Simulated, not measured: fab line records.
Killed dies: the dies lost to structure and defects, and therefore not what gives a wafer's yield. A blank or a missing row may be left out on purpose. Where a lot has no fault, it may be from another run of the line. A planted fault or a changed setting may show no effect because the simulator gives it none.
Which of the tools did it? -- flow nandHarc -- 36 wafers from 12 lots sampled at 2 of the route's 1159 steps

== WHAT EACH GAUGE READ, for each wafer ==
NHARC_P_BONDPAD_THK_MEAS_33: measures by ellipsometry.
lot,measured,on,thkNm (nm)
L076,day 7 00:59,filmMetro-01,199.6 201.5 198.2
L078,day 7 03:39,filmMetro-02,198.5 201.1 198.2
L079,day 7 15:32,filmMetro-01,200.0 198.5 201.7
L081,day 8 04:39,filmMetro-02,201.8 204.1 201.7
L083,day 8 09:35,filmMetro-01,200.4 199.9 201.1
L088,day 9 13:59,filmMetro-01,199.1 201.3 196.7
L086,day 9 15:43,filmMetro-01,196.3 202.2 202.4
L089,day 10 08:43,filmMetro-01,200.6 204.7 203.9
L091,day 10 12:38,filmMetro-01,200.2 200.5 199.9
L092,day 11 00:32,filmMetro-01,200.8 202.0 199.0
L094,day 11 12:35,filmMetro-01,201.1 202.7 200.3
L097,day 12 06:08,filmMetro-01,199.1 199.2 200.6

== TOOL THAT RAN EACH LOT (tool first, then ch and the chambers of the sampled wafers, then the start) ==
lot,NHARC_P_M2_DEP_33
L076,"pecvd-01 ch 0,1,2, day 7 00:02"
L078,"pecvd-02 ch 0,2, day 7 02:37"
L079,"pecvd-01 ch 0,2, day 7 14:21"
L081,"pecvd-03 ch 0,1,2, day 8 03:35"
L083,"pecvd-02 ch 1,2, day 8 08:33"
L088,"pecvd-02 ch 1,2, day 9 12:54"
L086,"pecvd-01 ch 0,2, day 9 14:41"
L089,"pecvd-03 ch 0,2, day 10 07:41"
L091,"pecvd-03 ch 0,1,2, day 10 11:41"
L092,"pecvd-02 ch 0,1,2, day 10 23:28"
L094,"pecvd-01 ch 1,2, day 11 11:29"
L097,"pecvd-02 ch 0,2, day 12 05:04"
- NHARC_P_M2_DEP_33: deposits SiCN, target thk 30 nm.

== THE ANSWER, worked out from the rows above alone ==
Rule: the lots themselves supply what counts as usual. The widest of any qualifying gaps counts: lots, ordered by their means at a reading, are off when they make up no more than a third of the lots, leave a main group of 4 or more, and stand apart from it by 3 or more times the standard deviation of that group's means. The tables above print the reading to a certain number of digits; a main group whose means all agree to those digits is not used. A lot without any number at a reading at which 4 lots or more have one is off too. All remaining lots with rows at the step are treated as sound.
No lot is off on any of the readings shown, so nothing can be concluded from this.

== WHAT THE SIMULATOR HAD PUT IN ==
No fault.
